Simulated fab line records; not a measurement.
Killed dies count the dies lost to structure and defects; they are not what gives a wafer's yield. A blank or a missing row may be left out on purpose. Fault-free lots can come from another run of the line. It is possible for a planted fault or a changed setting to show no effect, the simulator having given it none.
8D (eight disciplines) problem report, filled in by code | flow n5-finfet | the parts of the form that need people (team, actions taken, sign-off) are left out

## 1. THE PROBLEM
run-length-s at N5_BEOL_M2_ETCH_70 reads a mean of 141.4 s on 3 wafers of 3 lots; wafers without a fault read 153.4 s with a standard deviation of 0.49. That puts it -24 standard deviations away from the usual mean.
The step: etches SOC in N2/H2, target depth 80 nm, overetch 24 nm, time 130 s.
Seen first at day 10 16:15 on rie-diel-02, wafer L954.3. At this step, 19 wafers from 7 lots have a number in the record. Rule for "out", or "out of limits": more than 4 standard deviations from the usual mean. Any other wafer with a number is counted as sound.

## 2. WHAT THIS IS AND IS NOT
question                    | is                     | is not
which readings at this step | run-length-s           | drypump-motor-current-A, n2-flow-sccm, rf-vpp-V, showerhead-plenum-p-Torr, throttle-valve-pct
which lots                  | L954, L955, L957       | L942, L946, L947, L958
which wafers of those lots  | L954.3, L955.3, L957.3 | L954.4, L955.4, L957.1, L957.6
read on which tools         | rie-diel-02            | rie-diel-05
when                        | from day 10 16:15      | up to then (10 sound wafers); but 6 sound wafers of L955, L957, L958 came after

## 3. SUSPECTS, AND WHAT RULES EACH OUT
Counting: if a tool at a process step up to the reading ran every lot that is out, it stays a suspect. Sound lots after the first of them don't rule it out here, since some wafers of a struck lot are sound.
- rie-diel-02 at N5_BEOL_M2_ETCHBACK_99 (etches SiO2 in CHF3, target depth 5 nm, time 10.4 s): kept. It ran every lot that is out, first L954 (day 10 16:13); its last sound lot up to then is L946 (day 8 19:23).
- rie-diel-02 at N5_BEOL_M2_ETCH_70 (etches SOC in N2/H2, target depth 80 nm, overetch 24 nm, time 130 s): kept. It ran every lot that is out, first L954 (day 10 16:15); its last sound lot up to then is L946 (day 8 19:25). Its own readings are out on those wafers: run-length-s.
After counting, rie-diel-02 at N5_BEOL_M2_ETCHBACK_99 and rie-diel-02 at N5_BEOL_M2_ETCH_70 remain.

## 4. THE CAUSE (what the simulator had put in)
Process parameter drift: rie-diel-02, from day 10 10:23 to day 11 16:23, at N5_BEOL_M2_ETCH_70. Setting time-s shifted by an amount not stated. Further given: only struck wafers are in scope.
This tool is one of the 2 suspects left after counting.

## 5. THE CHAIN OF EFFECTS, in route order
One row per reading whose mean, taken over the struck wafers that have a number, lies over 3 standard deviations from the usual. Scope: only readings with a usual standard deviation given in the record; hours: median across lots of the time from each lot's start at the first step in this table that gives one to its start at this step; sigmas: change in usual standard deviations.
hours | step               | reading      | usual   | on struck wafers | change | sigmas
0     | N5_BEOL_M2_ETCH_70 | run-length-s | 153.4 s | 141.4            | -12.0  | -24
It contains these process steps:
- N5_BEOL_M2_ETCH_70: etches SOC in N2/H2, target depth 80 nm, overetch 24 nm, time 130 s.
Later steps that measure or inspect, where all struck wafers having a row at the step show a number for every such reading and not one has moved that far: N5_BEOL_M4_RC_MEAS_101.

## 6. HOW IT WOULD HAVE BEEN CAUGHT EARLIER
In this record the first reading out of limits was taken at day 10 16:15, 6 hours after the fault began at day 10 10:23.
